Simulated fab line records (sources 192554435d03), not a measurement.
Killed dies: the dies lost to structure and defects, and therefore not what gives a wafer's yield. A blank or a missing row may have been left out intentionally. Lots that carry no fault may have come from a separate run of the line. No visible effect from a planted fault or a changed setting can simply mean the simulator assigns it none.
fab line records    flow n5-finfet
record: lots: 4  wafers: 12  last-day: 17
route steps=1938 shown BEOL_M4@1051 PASSIVATION@1936
lots untouched by any fault: they come from a run of this same line in which no faults occurred
start-h: the number of hours between the record's first day and the start of the first shown wafer of the lot    wait-h: hours from the lot's prior step to this one    " repeats the value in the row above    L1.1+2: one row covering several wafers at once    - no value, or no start was given    * or withheld: withheld    < > ~ a bound
route shown NAME@n: a module of which the file shows steps, and the number in the route of the first    usual: mean and standard deviation over wafers with no fault    same: alike in all rows    chamber/n: place in a boat    sites: each site's reading    _std_site: the standard deviation of these    _edge_site: the outer-site mean with the inner-site mean subtracted    radius-mm: for every site, how far away it sits from the centre of the wafer    mask NAME#n: copy n    behind: the tool/chamber that last shaped the wafer    hold: why the lot was held/for how many hours/how that ended    device: the n, p or np transistor that did not switch    end of line: the tests these same wafers got at the end of their route    a step with no rows: only its recipe    killed: not the wafer's yield, but the dies lost to structure and defects at the first sort    map: a wafer's dies, x killed, . not, _ none there
set.NAME: setting as actually run; set.NAME@STEP: the setting as run at that earlier step    model.NAME: the simulator's own value behind a step, which no gauge read
lots at some steps of the route; a table a step, a row a wafer
services: from which hour (start-h, from the record's first day; less than 0 if before it) a tool's chamber was out of use, for how many hours, and why
== steps ==
step: N5_BEOL_M4_EBR_24
recipe: solvent: PGMEA  ebr-width-mm: 1.5
step: N5_BEOL_M4_SOFTBAKE_23
recipe: temp-c: 110  time-s: 60  resist: CAR-EUV
step: N5_BEOL_M4_EXPOSE_25
recipe: mask-id: V3  na: 0.33  source-shape: quasar  sigma-inner: 0.2  sigma-outer: 0.8  polarization: unpolarized  defocus-nm: 5  dose-mj: 63
step: N5_BEOL_M4_PEB_26
recipe: peb-temp-c: 100  peb-time-s: 60  resist: CAR-EUV
step: N5_BEOL_M4_DEVELOP_27
recipe: develop-time-s: 30  developer: TMAH  resist: CAR-EUV  rinse-liquid: surfactant-rinse  dry: air-spin  dev-temp-c: 23
step: N5_BEOL_M4_DESCUM_33
recipe: chemistry: O2  time-s: 7  source-power-w: 50  bias-power-w: 20  pressure-mtorr: 20  rf-frequency-hz: 2.712e+07  temp-c: 40  resist: CAR-EUV  o2-flow-sccm: 225
step: N5_BEOL_M4_ETCH_77
recipe: chemistry: N2/H2  target: underlayer  target-depth-a: 65  mask-material: CAR-EUV  time-s: 5.2  ion-energy-ev: 200  pressure-mtorr: 30  source-w: 840  bias-w: 150  n2-flow-sccm: 200  h2-flow-sccm: 200  ends: cleared
step: N5_BEOL_M4_ETCH_69
recipe: chemistry: CF4  target: SiARC  target-depth-a: 156  mask-material: CAR-EUV  time-s: 26  ion-energy-ev: 80  pressure-mtorr: 40  source-w: 545  bias-w: 36  Ar_flow_sccm: 100  cf4-flow-sccm: 100  ends: cleared
step: N5_BEOL_M4_ALD_98
recipe: material: SiO2  target-thk-a: 25  temp-c: 100  ald-precursor-family: BDEAS  ald-co-reactant: O2-plasma  pulse-time-s: 1  co-reactant-pulse-time-s: 1  purge-time-s: 2  co-reactant-purge-time-s: 2  ald-cycles: 17  pressure-torr: 2
step: N5_BEOL_M4_ETCHBACK_99
recipe: chemistry: CHF3  target: SiO2  target-depth-a: 50  time-s: 10.4  source-w: 215  bias-w: 47  Ar_flow_sccm: 200  CHF3_flow_sccm: 12  ion-energy-ev: 100  pressure-mtorr: 30
usual: drypump-motor-current-A: 5.8/0.55  oes_ar_750_au: 0.76/0.062  oes-product-au: 0.77/0.062  rf-vpp-V: 240/4.2  showerhead-plenum-p-Torr: 2.14/0.058  throttle-valve-pct: 17.17/0.26
lot.wafer  tool         chamber  start-h  wait-h  drypump-motor-current-A  oes_ar_750_au  oes-product-au  rf-hours-counter-h  rf-vpp-V  showerhead-plenum-p-Torr  throttle-valve-pct
L551.2     rie-diel-01  2        175.54   9.2     5.1                      0.79           0.79            93                  246       2.08                      17.02
L551.3     "            1        "        "       5.4                      0.82           0.81            70                  240       2.20                      17.04
L551.6     "            0        "        "       5.3                      0.87           0.85            -                   234       2.20                      17.08
L554.1     rie-diel-02  3        204.89   2.9     5.0                      0.73           0.73            189                 233       2.13                      17.52
L554.4     "            2        "        "       5.8                      0.76           0.75            184                 243       2.23                      17.11
L554.5     "            1        "        "       6.6                      0.72           0.72            -                   244       2.15                      17.35
L567.4     rie-diel-01  2        274.36   1.6     5.1                      0.76           0.77            123                 247       2.07                      17.06
L567.5     "            0        "        "       5.3                      0.83           0.82            -                   233       2.18                      17.15
L567.6     "            3        "        "       6.2                      0.77           0.79            -                   237       2.17                      16.68
L570.1     rie-diel-01  2        287.94   3.3     5.2                      0.75           0.76            127                 247       2.07                      17.08
L570.4     "            3        "        "       6.2                      0.77           0.76            95                  237       2.17                      16.68
L570.5     "            3        "        "       6.2                      0.76           0.78            -                   237       2.17                      16.68
step: N5_BEOL_M4_ETCH_70
recipe: chemistry: N2/H2  target: SOC  target-depth-a: 800  overetch-a: 240  mask-material: SiARC  temp-c: 40  time-s: 130  ion-energy-ev: 200  pressure-mtorr: 30  source-w: 840  bias-w: 150  n2-flow-sccm: 200  h2-flow-sccm: 200
step: N5_BEOL_M4_STRIP_71
recipe: chemistry: N2/H2  temp-c: 40  n2-flow-sccm: 200  h2-flow-sccm: 200  rf-frequency-hz: 6e+07
step: N5_BEOL_M4_STRIP_78
recipe: chemistry: N2/H2  temp-c: 40  n2-flow-sccm: 200  h2-flow-sccm: 200  rf-frequency-hz: 6e+07
step: N5_BEOL_M4_VIA_ETCH_34
recipe: chemistry: C4F6/O2  target-depth-a: 694  mask-material: SOC  pressure-mtorr: 15  ion-energy-ev: 250  taper-deg: 4  time-s: 65.9  source-w: 350  bias-w: 170  Ar_flow_sccm: 300  C4F6_flow_sccm: 10  O2_flow_sccm: 10
step: N5_BEOL_M4_STRIP_83
recipe: chemistry: C4F6/O2  resist: SiARC  rf-frequency-hz: 6e+07
step: N5_BEOL_M4_STRIP_36
recipe: chemistry: N2/H2  power-w: 450  temp-c: 40  pressure-mtorr: 20  rf-frequency-hz: 6e+07  overash-fraction: 0.3  bias-power-w: 7  h2-frac: 0.5  n2-flow-sccm: 200  h2-flow-sccm: 200
step: N5_BEOL_M4_TRENCH_ETCH_37
recipe: chemistry: C4F6/O2  target-depth-a: 555.55  target: SiOC  time-s: 29.2  ion-energy-ev: 250  pressure-mtorr: 30  source-w: 355  bias-w: 185  Ar_flow_sccm: 300  C4F6_flow_sccm: 10  O2_flow_sccm: 10
step: N5_BEOL_M4_ETCH_41
recipe: chemistry: CH3F/O2  target: SiCN  target-depth-a: 299  taper-deg: 2  time-s: 52.5  ion-energy-ev: 120  mask-material: TiN  pressure-mtorr: 30  source-w: 395  bias-w: 75  Ar_flow_sccm: 150  CH3F_flow_sccm: 30  O2_flow_sccm: 20
step: N5_BEOL_M4_STRIP_97
recipe: chemistry: N2/H2  time-s: 10  power-w: 450  temp-c: 40  pressure-mtorr: 20  rf-frequency-hz: 6e+07  bias-power-w: 7  n2-flow-sccm: 200  h2-flow-sccm: 200
step: N5_BEOL_M4_HM_STRIP_39
recipe: chemistry: peroxide-tin-strip  material: TiN  target-depth-a: 250  temp-c: 50  time-s: 158
step: N5_BEOL_M4_SRD_40
recipe: time-s: 30  temp-c: 23  rinse-liquid: diw  dry: ipa-marangoni
step: N5_BEOL_M4_PRECLEAN_42
recipe: chemistry: residue-remover  time-s: 60  temp-c: 40
step: N5_BEOL_M4_SRD_43
recipe: time-s: 30  temp-c: 23  rinse-liquid: diw  dry: ipa-marangoni
step: N5_BEOL_M4_DEGAS_44
recipe: ambient: vacuum  temp-c: 250  time-s: 60
step: N5_BEOL_M4_PRE_CLEAN_45
recipe: gas: H2/He  time-s: 30  temp-c: 250
step: N5_BEOL_M4_ALD_84
recipe: material: TaN  target-thk-a: *  temp-c: 275  ald-precursor-family: PDMAT  ald-co-reactant: NH3  pressure-torr: 3  carrier-flow-sccm: 1500  pulse-time-s: 2  purge-time-s: 3  co-reactant-purge-time-s: 2  co-reactant-pulse-time-s: 3  ald-cycles: 30  precursor-vessel-temp-c: 75  precursor-vessel-pressure-torr: 26.25  precursor-vessel-carrier-sccm: 1000
step: N5_BEOL_M4_SURFACE_TREAT_85
recipe: gas: Ar  time-s: *  ion-energy-ev: *  ion-current-ma-cm2: 0.5  pressure-mtorr: *  ar-flow-sccm: 30
step: N5_BEOL_M4_CVD_47
recipe: material: Co  target-thk-a: 30  temp-c: withheld  precursor: CCTBA/H2  pressure-torr: 30  time-s: 223.8
step: N5_BEOL_M4_SPUTTER_48
recipe: material: Cu  target-thk-a: 45  temp-c: -20  chamber-pressure-pa: 0.07  power-w: withheld  time-s: 8.29
step: N5_BEOL_M4_ANNEAL_49
recipe: temp-c: 400  time-s: 240  ambient: vacuum
step: N5_BEOL_M4_SPUTTER_79
recipe: material: Cu  target-thk-a: 45  temp-c: -20  chamber-pressure-pa: 0.07  power-w: withheld  time-s: 8.29
step: N5_BEOL_M4_ANNEAL_80
recipe: temp-c: 400  time-s: 240  ambient: vacuum
step: N5_BEOL_M4_SPUTTER_81
recipe: material: Cu  target-thk-a: 45  temp-c: -20  chamber-pressure-pa: 0.07  power-w: withheld  time-s: 8.29
step: N5_BEOL_M4_ANNEAL_82
recipe: temp-c: 400  time-s: 240  ambient: vacuum
step: N5_BEOL_M4_SPUTTER_86
recipe: material: Cu  target-thk-a: 45  temp-c: -20  chamber-pressure-pa: 0.07  power-w: withheld  time-s: 8.29
step: N5_BEOL_M4_ANNEAL_87
recipe: temp-c: 400  time-s: 240  ambient: vacuum
step: N5_BEOL_M4_SPUTTER_88
recipe: material: Cu  target-thk-a: 45  temp-c: -20  chamber-pressure-pa: 0.07  power-w: withheld  time-s: 8.29
step: N5_PASSIVATION_PROBE_49
usual: defect-limited-yield: 91.3/1.4  killed_at_M0_to_M3: 36/11  killed_at_M4_up: 13/5.2  killed-at-contacts: 13/6.5  killed-at-front-end: 37/11  killed-at-other: 3.6/2.9  killed-dies: 103/17  killed-on-rim: 13/3.6  killed-open: 68/12  killed-short: 33/7.3  sort_bin_4_leakage: 0.01/0.039  sort_bin_5_function: 5.2/0.91  sort_bin_6_memory: 3.2/0.67  sort-n-pass: 1077/17  sort-yield-pct: 91.3/1.4
same: gross-dies: 1180  killed-at-back-side: 0  sort_bin_8_speed[%]: 0
lot.wafer  tool       chamber  start-h  wait-h  defect-limited-yield[%]  killed_at_M0_to_M3  killed_at_M4_up  killed-at-contacts  killed-at-front-end  killed-at-other  killed-dies  killed-on-rim  killed-open  killed-short  sort_bin_4_leakage[%]  sort_bin_5_function[%]  sort_bin_6_memory[%]  sort-n-pass  sort-yield-pct[%]
L551.2     prober-02  -        284.37   0.1     90.4                     43                  11               21                  36                   2                113          14             63           49            0                      5.4                     3.6                   1067         90.4
L551.3     prober-02  -        284.42   0.1     90.1                     43                  13               14                  47                   0                117          19             70           44            0                      5.6                     3.9                   1063         90.1
L551.6     prober-02  -        284.57   0.3     91.8                     36                  17               13                  28                   3                97           10             62           34            0                      5.0                     2.8                   1083         91.8
L554.1     prober-01  -        320.31   0.0     89.8                     46                  18               9                   37                   10               120          21             83           29            0                      5.8                     3.3                   1060         89.8
L554.4     prober-01  -        320.46   0.2     90.3                     52                  10               12                  39                   1                114          18             76           38            0                      5.0                     4.3                   1066         90.3
L554.5     prober-01  -        320.51   0.2     88.7                     64                  15               6                   44                   4                133          18             95           38            0                      6.9                     3.8                   1047         88.7
L567.4     prober-01  -        383.93   0.2     81.9                     27                  136              18                  33                   0                214          30             63           25            0                      12.0                    2.6                   966          81.9
L567.5     prober-01  -        383.98   0.2     80.6                     31                  152              26                  16                   4                229          24             53           31            0                      11.2                    3.6                   951          80.6
L567.6     prober-01  -        384.03   0.3     84.7                     16                  122              19                  22                   1                180          29             48           22            0                      9.2                     3.1                   1000         84.7
L570.1     prober-01  -        400.06   0.0     81.1                     33                  147              6                   35                   2                223          31             62           26            0.17                   10.8                    3.5                   955          80.9
L570.4     prober-01  -        400.21   0.2     85.9                     33                  104              5                   20                   4                166          31             48           18            0                      7.5                     3.4                   1014         85.9
L570.5     prober-01  -        400.26   0.2     85.3                     22                  115              6                   27                   4                174          29             46           23            0.08                   8.1                     3.4                   1005         85.2
killed by level:class
L551.2 BEOL_M0_SAQP:geometric-particle:short=13 MOL_CONTACT_COAG:geometric-particle:open=11 MOL_CONTACT_COAG:geometric-particle:short=10 BEOL_M0_SAQP:geometric-particle:open=9 GATE_CUT:geometric-particle:short=7 BEOL_M2:geometric-particle:open=5 STARTING-WAFER:geometric-particle:short=5 FIN_SAQP:geometric-particle:open=4
L551.3 FIN_SAQP:geometric-particle:short=11 MOL_CONTACT_COAG:geometric-particle:open=11 FIN_SAQP:geometric-particle:open=8 BEOL_M0_SAQP:geometric-particle:open=7 BEOL_M0_SAQP:geometric-particle:short=7 BEOL_M2:geometric-particle:open=7 BEOL_M3:geometric-particle:short=6 BEOL_M1:geometric-particle:open=6
L551.6 MOL_CONTACT_COAG:geometric-particle:open=11 BEOL_M0_SAQP:geometric-particle:short=9 FIN_SAQP:geometric-particle:open=8 BEOL_M2:geometric-particle:open=8 FIN_SAQP:geometric-particle:short=7 BEOL_M0:geometric-particle:open=6 BEOL_M4:geometric-particle:open=6 BEOL_M3:geometric-particle:open=4
L554.1 BEOL_M2:geometric-particle:open=14 BEOL_M3:geometric-particle:open=13 BEOL_M4:geometric-particle:open=10 HKMG_FIN:area-etch=8 STI_FIN_REVEAL:geometric-particle:open=7 FIN_SAQP:geometric-particle:open=6 FIN_SAQP:geometric-particle:short=6 BEOL_M0_SAQP:geometric-particle:open=6
L554.4 BEOL_M0_SAQP:geometric-particle:open=14 BEOL_M2:geometric-particle:open=13 BEOL_M0_SAQP:geometric-particle:short=12 FIN_SAQP:geometric-particle:open=10 MOL_CONTACT_COAG:geometric-particle:open=10 FIN_SAQP:geometric-particle:short=7 BEOL_M4:geometric-particle:open=6 BEOL_M3:geometric-particle:open=5
L554.5 BEOL_M2:geometric-particle:open=20 STI_FIN_REVEAL:geometric-particle:open=17 BEOL_M3:geometric-particle:open=13 BEOL_M0_SAQP:geometric-particle:open=9 FIN_SAQP:geometric-particle:open=8 BEOL_M0_SAQP:geometric-particle:short=8 FIN_SAQP:geometric-particle:short=7 BEOL_M1:geometric-particle:open=5
L567.4 BEOL_M4:unspecified=125 MOL_CONTACT_COAG:geometric-particle:open=14 STI_FIN_REVEAL:geometric-particle:open=10 FIN_SAQP:geometric-particle:open=9 BEOL_M1:geometric-particle:open=8 BEOL_M2:geometric-particle:open=6 BEOL_M0_SAQP:geometric-particle:short=5 FIN_SAQP:geometric-particle:short=4
L567.5 BEOL_M4:unspecified=145 MOL_CONTACT_COAG:geometric-particle:open=20 BEOL_M0_SAQP:geometric-particle:short=10 BEOL_M0_SAQP:geometric-particle:open=7 MOL_CONTACT_COAG:geometric-particle:short=6 BEOL_M2:geometric-particle:open=5 BEOL_M1:geometric-particle:open=4 STARTING-WAFER:geometric-particle:open=4
L567.6 BEOL_M4:unspecified=110 MOL_CONTACT_COAG:geometric-particle:open=15 GATE_CUT:geometric-particle:short=7 BEOL_M3:geometric-particle:open=5 FIN_SAQP:geometric-particle:open=4 MOL_CONTACT_COAG:geometric-particle:short=4 STARTING-WAFER:geometric-particle:open=3 BEOL_M0_SAQP:geometric-particle:open=3
L570.1 BEOL_M4:unspecified=129 BEOL_M3:geometric-particle:open=11 BEOL_M4:geometric-particle:open=8 FIN_SAQP:geometric-particle:open=6 STI_FIN_REVEAL:geometric-particle:open=6 ILD0:geometric-particle:open=6 MOL_CONTACT_COAG:geometric-particle:open=4 FIN_SAQP:geometric-particle:short=3
L570.4 BEOL_M4:unspecified=99 BEOL_M1:geometric-particle:open=8 FIN_SAQP:geometric-particle:open=7 BEOL_M2:geometric-particle:open=7 BEOL_M3:geometric-particle:open=7 FIN_SAQP:geometric-particle:short=4 MOL_CONTACT_COAG:geometric-particle:open=4 BEOL_M0_SAQP:geometric-particle:open=3
L570.5 BEOL_M4:unspecified=102 BEOL_M4:geometric-particle:open=9 BEOL_M0_SAQP:geometric-particle:short=6 BEOL_M0_SAQP:geometric-particle:open=6 FIN_SAQP:geometric-particle:open=4 STI_FIN_REVEAL:geometric-particle:open=4 MOL_CONTACT_COAG:geometric-particle:short=4 FIN_CUT:geometric-particle:open=3
map L567.5 (x killed, . not)
_________________............________________
______________.x.....x.........._____________
___________..x.....................__________
__________.x.....x..........x......._________
________.........x.....x........x....._______
_______......x...x.x.......x....x..xxx.______
______...............x...........x.xxxxx_____
_____...x...x................x.xxxxxxxxx.____
____........x......x....x.....xxxxxxxxxxxx___
___.......x...x...............xxxxxxxxxxxxx__
___....x.........x.............xxxxxxxxxxxx__
__.....x.x....................xxxxxxxxxxxxxx_
__..................x.x..x..xxxxxxxxxxxxxxxx_
_.....x...............x.......xxxxxxxxxxxxx.x
_......x...........x.x.......xxxxxxxxxxxxxxxx
_...............................xxxxxxxxxxx.x
_............x....x............xxx.xxxxx.....
_x.....x........x..............xx.xxxxxxxx...
_....x.............x...................xx....
_...............x.......................x....
_...x......x.........x.......................
__x..............x.................x......x._
__............x.................xx...x......_
___...x..........x...........x...x..x.x...x__
___.............x................x.....x...__
____x.........x.....x...xx...x............___
_____.........x..................x.......____
______.................................._____
_______...xx.............x.............______
________........x.....x..............._______
__________.........................._________
___________............x...........__________
______________x....x............_____________
_________________.x..........________________
map L570.1 (x killed, . not)
_________________.....xx.....________________
______________..x..............._____________
___________.............x..x.x.....__________
__________.............x...........x_________
________...................x.........._______
_______................x...............______
______.............x........x..........._____
_____....x....................x....x.....____
____......x......x......x.....x...........___
___.....x...x................x.............__
___.x.x...............x........x.xx........__
__........................x.........x..x...._
__.............x..........................xx_
_..x...................x..............x......
_................x..........xxx..............
_...x...x..x.x.................x.............
_.....x.x..xx................................
_xx...................x....x...........x.....
_.........................x....x...x..x..x...
_.......x....xx.......x............x.........
_x.xx....................x...x...............
__x....x.....x............xx................_
__......x...........x.....x...............x._
___.......x...xx.xxxx...xx.................__
___....x....xx.xxxxx......x.............x..__
____.......xxxxxxxxxxx.x..x...x..........x___
_____.x.x.xxxxxxxxxxxxx.x................____
______.....xxxxxxxxxxxxxxxxx...........x_____
_______....xxxxxxxxxxxxx...............______
________.x.xxxxxxxxxxxxxx............._______
__________.xxxxxxxxxxxxx.x.........._________
___________xxxxxxxxxxxxxx..........__________
______________xxxxxxxxxxx....xx._____________
_________________xxxxxxx.....________________
== services ==
tool         chamber  start-h  hours  kind
rie-diel-02  0        211.43   -      clean
rie-diel-02  0        211.43   -      consumable-replace:focus-ring
rie-diel-02  0        211.43   15.1   scheduled-down
rie-diel-02  0        211.43   15.1   vent-cycle
rie-diel-01  -        226.88   11.4   repair
rie-diel-02  0        269.78   9.7    repair
rie-diel-01  -        271.78   1.1    repair
== key ==
first-sign: step: N5_PASSIVATION_PROBE_49  reading: killed_at_M4_up  direction: up  sigmas: 23  usual: 13  struck: 129
effect: step: N5_PASSIVATION_PROBE_49  reading: defect-limited-yield  direction: down  sigmas: 5.6  usual: 91.3  struck: 83.2
more-kills-born-at: N5_BEOL_M4_ETCHBACK_99@rie-diel-01: 710
met-at N5_BEOL_M4_ETCHBACK_99
struck-wafers L567.4,L567.5,L567.6,L570.1,L570.4,L570.5
onset-between 175.54 274.36
also-fits time
fault: kind: chamber-particle-source  tool: rie-diel-01  chamber: -  onset-h: 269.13  steps: N5_BEOL_M4_ETCHBACK_99  rate-per-visit-cm2: 1.8087  end-h: 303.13
